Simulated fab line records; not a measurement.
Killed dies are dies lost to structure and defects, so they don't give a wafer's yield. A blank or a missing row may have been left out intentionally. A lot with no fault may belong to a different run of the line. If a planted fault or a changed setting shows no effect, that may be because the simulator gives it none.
Split-lot experiment + flow n5-finfet + on a route of 1938 steps: 7 lots, 21 wafers read

THE SPLIT ITSELF
At N5_BEOL_M10_TRENCH_ETCH_37 (etches SiCOH lowk in C4F6/O2, target depth 148.83 nm, time 48 s), the setting source-w was moved away from the recipe's 345 W on 8 of the 21 wafers read, by -16.5% to +12.8%. The other wafers ran this setting at the recipe's value.

The reading is taken at the split's own step.

THE READING
rf-vpp-V, in V, at N5_BEOL_M10_TRENCH_ETCH_37 (etches SiCOH lowk in C4F6/O2, target depth 148.83 nm, time 48 s). Typical for fault-free wafers on this fab line: 666 V, with standard deviation 5.7 V.

| wafer  | tool, chamber at the split | source-w as run, W | against the recipe | rf-vpp-V, V | against lot-mates on the recipe |
|--------|----------------------------|--------------------|--------------------|-------------|---------------------------------|
| L075.1 | rie-diel-04, 2             | 345                | recipe             | 666         | -                               |
| L075.3 | rie-diel-04, 0             | 345                | recipe             | 665         | -                               |
| L075.4 | rie-diel-04, 1             | 345                | recipe             | 672         | -                               |
| L080.2 | rie-diel-05, 2             | 378.6              | +9.7%              | 634         | -34                             |
| L080.4 | rie-diel-05, 1             | 345                | recipe             | 670         | -                               |
| L080.6 | rie-diel-05, 3             | 345                | recipe             | 667         | -                               |
| L088.1 | rie-diel-05, 0             | 345                | recipe             | 662         | -                               |
| L088.3 | rie-diel-05, 1             | 345                | recipe             | 669         | -                               |
| L088.4 | rie-diel-05, 3             | 389.2              | +12.8%             | 626         | -40                             |
| L090.3 | rie-diel-05, 2             | 288.1              | -16.5%             | 728         | +58                             |
| L090.4 | rie-diel-05, 1             | 345                | recipe             | 670         | -                               |
| L090.6 | rie-diel-05, 0             | 288.1              | -16.5%             | 727         | +57                             |
| L091.3 | rie-diel-05, 1             | 345                | recipe             | 669         | -                               |
| L091.5 | rie-diel-05, 0             | 345                | recipe             | 662         | -                               |
| L091.6 | rie-diel-05, 3             | 345                | recipe             | 666         | -                               |
| L093.2 | rie-diel-05, 1             | 365.6              | +6.0%              | 649         | -21                             |
| L093.3 | rie-diel-05, 3             | 365.6              | +6.0%              | 646         | -24                             |
| L093.6 | rie-diel-05, 1             | 345                | recipe             | 670         | -                               |
| L095.2 | rie-diel-04, 2             | 345                | recipe             | 667         | -                               |
| L095.3 | rie-diel-04, 0             | 370.2              | +7.3%              | 641         | -26                             |
| L095.5 | rie-diel-04, 1             | 370.2              | +7.3%              | 648         | -19                             |

THE FIT
A straight line over all 21 wafers: rf-vpp-V changes by -3.49 V for each +1% of source-w; r = -0.99; the points scatter about the line by 3 V.
The same after taking each lot's own level away (the mean of its wafers on the recipe; 21 wafers): -3.41 V for each +1%; r = -0.99; scatter 2.8 V.
Per that fit: largest source-w move, reading shift of 56 V.
From 665.5 to 670.0 V: that is the span of the lots' own levels, equal to 0.8 times the standard deviation above.
Consequently the slope shifts little with the lot-to-lot level, the two slopes agreeing.
Check: with one of the wafers moved furthest among these (-16.5%) left out of the fit, the line predicts +55.6 V for it against its lot-mates. It came out at +58 V against them.
Tool readings at the split's step, against how far the setting was moved: rf-vpp-V r = -0.99.

OTHER SPLITS ON THESE WAFERS
Other splits were also applied to these wafers ahead of the reading. Each is held against what the fit with the lots' levels taken away leaves over:
| other split on the same wafers   | wafers away from the commonest value | r with rf-vpp-V (lot level and that fit taken away) |
|----------------------------------|--------------------------------------|-----------------------------------------------------|
| N5_BEOL_M8_TRENCH_ETCH_37 time-s | 9                                    | -0.17                                               |
| N5_BEOL_M8_CURE_75 time-s        | 7                                    | -0.05                                               |
| N5_BEOL_M10_VIA_ETCH_34 time-s   | 6                                    | -0.27                                               |

FILE'S OWN FIT
rf-vpp-V changes by -3.36 V for each +1% of source-w, r = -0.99.
